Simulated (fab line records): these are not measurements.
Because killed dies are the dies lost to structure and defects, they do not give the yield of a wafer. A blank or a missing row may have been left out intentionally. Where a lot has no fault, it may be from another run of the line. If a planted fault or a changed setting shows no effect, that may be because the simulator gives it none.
The tool behind it: which one? -- flow nand_harc -- Sampling: 24 lots, 72 wafers, 4 of 1159 route steps

== WHAT THE GAUGES SHOWED, per wafer ==
NHARC_A_CONTACT_CD_MEAS_80. Usual: cd_nm at 189.5 nm, with a standard deviation of 0.6.
lot,measured,on,cd_nm (nm),flag
L074,day 16 16:28,cd_sem-01,188.7 189.1 189.5,
L077,day 17 02:37,cd_sem-01,189.6 189.9 189.1,
L075,day 17 04:37,cd_sem-02,189.7 189.6 189.6,
L076,day 17 09:34,cd_sem-01,189.4 189.8 189.5,
L078,day 17 12:32,cd_sem-03,188.8 189.2 189.6,
L080,day 18 05:48,cd_sem-03,189.3 189.6 189.5,
L079,day 18 07:46,cd_sem-01,189.5 190.3 190.6,
L081,day 18 20:09,cd_sem-03,189.5 190.6 189.5,
L083,day 18 22:17,cd_sem-03,189.1 188.0 188.1,
L084,day 19 07:23,cd_sem-02,189.5 188.7 188.9,
L082,day 19 08:38,cd_sem-01,188.6 189.5 189.4,
L087,day 19 21:38,cd_sem-01,188.7 188.7 189.0,
L085,day 19 23:44,cd_sem-01,189.8 189.5 189.1,
L089,day 20 03:14,cd_sem-02,189.7 189.5 189.9,
L086,day 20 06:44,cd_sem-01,189.8 189.9 190.0,
L090,day 20 18:01,cd_sem-02,190.3 190.3 189.7,
L088,day 20 19:49,cd_sem-01,189.7 189.2 189.5,
L091,day 21 07:44,cd_sem-02,189.8 188.8 189.0,
L092,day 21 09:47,cd_sem-02,191.2 190.0 190.4,
L094,day 21 23:30,cd_sem-02,189.9 189.5 189.1,
L093,day 22 03:06,cd_sem-03,189.0 189.7 188.9,
L095,day 22 05:02,cd_sem-02,189.3 189.4 189.7,
L096,day 23 00:57,cd_sem-03,190.1 189.9 189.5,
L097,day 23 15:20,cd_sem-03,188.8 188.2 189.3,

== EACH LOT AND THE TOOL THAT RAN IT (in order: tool; ch and the chambers of the sampled wafers; start) ==
lot,NHARC_A_CONTACT_DESCUM_47,NHARC_A_CONTACT_DEP_57,NHARC_A_CONTACT_ETCH_124
L074,"rie_diel-12 ch 0,1,2, day 16 04:56","acl_dep-01 ch 0, day 16 11:06","har_cap_etch-01 ch 0,1, day 16 14:25"
L077,"rie_diel-01 ch 1,2, day 16 16:34","acl_dep-03 ch 0, day 16 20:47","har_cap_etch-03 ch 0,1, day 17 00:29"
L075,"rie_diel-01 ch 1,2, day 16 18:10","acl_dep-01 ch 0, day 16 23:17","har_cap_etch-02 ch 0,1, day 17 02:33"
L076,"rie_diel-02 ch 0,1,3, day 16 20:22","acl_dep-01 ch 0, day 17 03:32","har_cap_etch-02 ch 0,1, day 17 07:26"
L078,"rie_diel-02 ch 1,2,3, day 17 01:33","acl_dep-01 ch 0, day 17 05:59","har_cap_etch-03 ch 0,1, day 17 09:59"
L080,"rie_diel-01 ch 0,1,2, day 17 18:44","acl_dep-02 ch 0, day 18 00:05","har_cap_etch-01 ch 1, day 18 03:41"
L079,"rie_diel-01 ch 1,2,3, day 17 20:56","acl_dep-01 ch 0, day 18 02:17","har_cap_etch-03 ch 0,1, day 18 05:41"
L081,"rie_diel-02 ch 0,3, day 18 09:23","acl_dep-03 ch 0, day 18 15:02","har_cap_etch-02 ch 0,1, day 18 18:07"
L083,"rie_diel-02 ch 0,1,3, day 18 11:31","acl_dep-02 ch 0, day 18 16:07","har_cap_etch-03 ch 0,1, day 18 19:37"
L084,"rie_diel-01 ch 1,2,3, day 18 20:49","acl_dep-03 ch 0, day 19 01:25","har_cap_etch-02 ch 1, day 19 05:16"
L082,"rie_diel-02 ch 1,2, day 18 21:06","acl_dep-01 ch 0, day 19 02:25","har_cap_etch-01 ch 0,1, day 19 06:35"
L087,"rie_diel-02 ch 0,3, day 19 11:14","acl_dep-03 ch 0, day 19 16:03","har_cap_etch-01 ch 1, day 19 19:25"
L085,"rie_diel-01 ch 0,2,3, day 19 12:57","acl_dep-02 ch 0, day 19 18:03","har_cap_etch-03 ch 0,1, day 19 21:32"
L089,"rie_diel-02 ch 2,3, day 19 16:41","acl_dep-01 ch 0, day 19 21:31","har_cap_etch-01 ch 0,1, day 20 01:05"
L086,"rie_diel-02 ch 0,2, day 19 18:34","acl_dep-02 ch 0, day 20 00:29","har_cap_etch-03 ch 0,1, day 20 04:06"
L090,"rie_diel-12 ch 0,1, day 20 07:29","acl_dep-03 ch 0, day 20 12:01","har_cap_etch-02 ch 0,1, day 20 15:54"
L088,"rie_diel-01 ch 0,1,2, day 20 08:52","acl_dep-01 ch 0, day 20 13:45","har_cap_etch-03 ch 0,1, day 20 17:40"
L091,"rie_diel-02 ch 0,1,2, day 20 18:34","acl_dep-03 ch 0, day 21 02:09","har_cap_etch-02 ch 0, day 21 05:36"
L092,"rie_diel-01 ch 0,1,2, day 20 18:42","acl_dep-02 ch 0, day 21 03:19","har_cap_etch-03 ch 0,1, day 21 07:39"
L094,"rie_diel-01 ch 0,1,3, day 21 11:38","acl_dep-01 ch 0, day 21 16:40","har_cap_etch-03 ch 0,1, day 21 21:23"
L093,"rie_diel-02 ch 0,1,3, day 21 13:50","acl_dep-03 ch 0, day 21 20:45","har_cap_etch-02 ch 0,1, day 22 00:42"
L095,"rie_diel-02 ch 1,2,3, day 21 18:08","acl_dep-01 ch 0, day 21 23:25","har_cap_etch-01 ch 0,1, day 22 02:57"
L096,"rie_diel-01 ch 0,1,3, day 22 13:38","acl_dep-02 ch 0, day 22 18:22","har_cap_etch-03 ch 0,1, day 22 22:50"
L097,"rie_diel-01 ch 2,3, day 23 01:59","acl_dep-01 ch 0, day 23 09:44","har_cap_etch-03 ch 0,1, day 23 13:14"
- NHARC_A_CONTACT_DESCUM_47: chemistry O2, time 3 s.
- NHARC_A_CONTACT_DEP_57: deposits aC, target thk 2800 nm.
- NHARC_A_CONTACT_ETCH_124: etches the open film in C4F8/O2/Ar, time 140 s, target depth 700 nm.

== AS READ BY THE TOOLS THEMSELVES (means over the sampled wafers that have a number; for cases with no such wafer, the mark the record gives instead) ==
NHARC_A_CONTACT_DESCUM_47. Usual: drypump_motor_current_A 5.9 A, standard deviation 0.55; oes_product_au 1.000 a.u., standard deviation 0.01; rf_vpp_V 57.7 V, standard deviation 0.79; showerhead_plenum_p_Torr 1.91 Torr, standard deviation 0.075; throttle_valve_pct 11.312 %, standard deviation 0.0089.
lot,tool,drypump_motor_current_A (A),oes_product_au (a.u.),rf_vpp_V (V),showerhead_plenum_p_Torr (Torr),throttle_valve_pct (%),flag
L074,rie_diel-12,5.9,0.997,57.3,1.88,11.310,
L077,rie_diel-01,5.3,1.002,58.2,1.95,11.319,
L075,rie_diel-01,5.2,1.007,57.7,1.90,11.312,
L076,rie_diel-02,6.5,0.997,57.6,1.90,11.310,
L078,rie_diel-02,6.1,0.997,57.7,1.97,11.314,
L080,rie_diel-01,5.4,1.005,57.9,1.91,11.312,
L079,rie_diel-01,5.6,1.000,57.0,1.90,11.319,
L081,rie_diel-02,6.3,0.982,57.6,1.94,11.307,
L083,rie_diel-02,6.5,1.002,58.3,1.90,11.313,
L084,rie_diel-01,5.6,0.999,58.6,1.90,11.315,
L082,rie_diel-02,6.3,1.006,57.7,1.93,11.309,
L087,rie_diel-02,6.4,0.985,57.0,1.89,11.310,
L085,rie_diel-01,5.7,1.001,57.8,1.86,11.315,
L089,rie_diel-02,5.9,0.993,57.5,2.00,11.305,
L086,rie_diel-02,6.2,1.000,58.8,1.92,11.300,
L090,rie_diel-12,6.3,1.012,57.7,1.89,11.313,
L088,rie_diel-01,5.3,1.006,57.7,1.91,11.312,
L091,rie_diel-02,6.2,0.993,57.5,1.92,11.318,
L092,rie_diel-01,5.4,1.008,57.3,1.91,11.305,
L094,rie_diel-01,5.7,1.005,58.5,1.91,11.310,
L093,rie_diel-02,6.5,0.990,57.8,1.89,11.307,
L095,rie_diel-02,6.1,1.004,57.4,1.96,11.306,
L096,rie_diel-01,5.8,1.001,57.7,1.91,11.322,
L097,rie_diel-01,5.5,1.012,57.6,1.84,11.308,

NHARC_A_CONTACT_DEP_57. Usual: throttle_valve_pct at 35.000 %, with a standard deviation of 0.0091.
lot,tool,throttle_valve_pct (%),flag
L074,acl_dep-01,35.004,
L077,acl_dep-03,34.997,
L075,acl_dep-01,35.007,
L076,acl_dep-01,34.995,
L078,acl_dep-01,35.004,
L080,acl_dep-02,34.996,
L079,acl_dep-01,34.998,
L081,acl_dep-03,34.990,
L083,acl_dep-02,34.999,
L084,acl_dep-03,35.001,
L082,acl_dep-01,35.002,
L087,acl_dep-03,35.000,
L085,acl_dep-02,34.998,
L089,acl_dep-01,35.000,
L086,acl_dep-02,35.001,
L090,acl_dep-03,34.999,
L088,acl_dep-01,34.999,
L091,acl_dep-03,35.006,
L092,acl_dep-02,34.995,
L094,acl_dep-01,34.993,
L093,acl_dep-03,34.998,
L095,acl_dep-01,34.999,
L096,acl_dep-02,35.004,
L097,acl_dep-01,35.003,

== THE ANSWER, worked out from the rows above alone ==
Rule: a lot is off if the mean of its wafers that have a number lies more than 3 standard deviations from the usual mean. Also off: a lot with no number at a reading for which 4 or more lots have one. The other lots that the step has rows for count as sound. First the gauges in route order, then the tools' own readings, where a lot's mean is used as printed above. At the first step where some lot is off, the reading lying furthest off is the one used; lots without a number count as furthest.
No lot is off on any of the readings shown, so nothing can be concluded from this.

== WHAT THE SIMULATOR PUT IN ==
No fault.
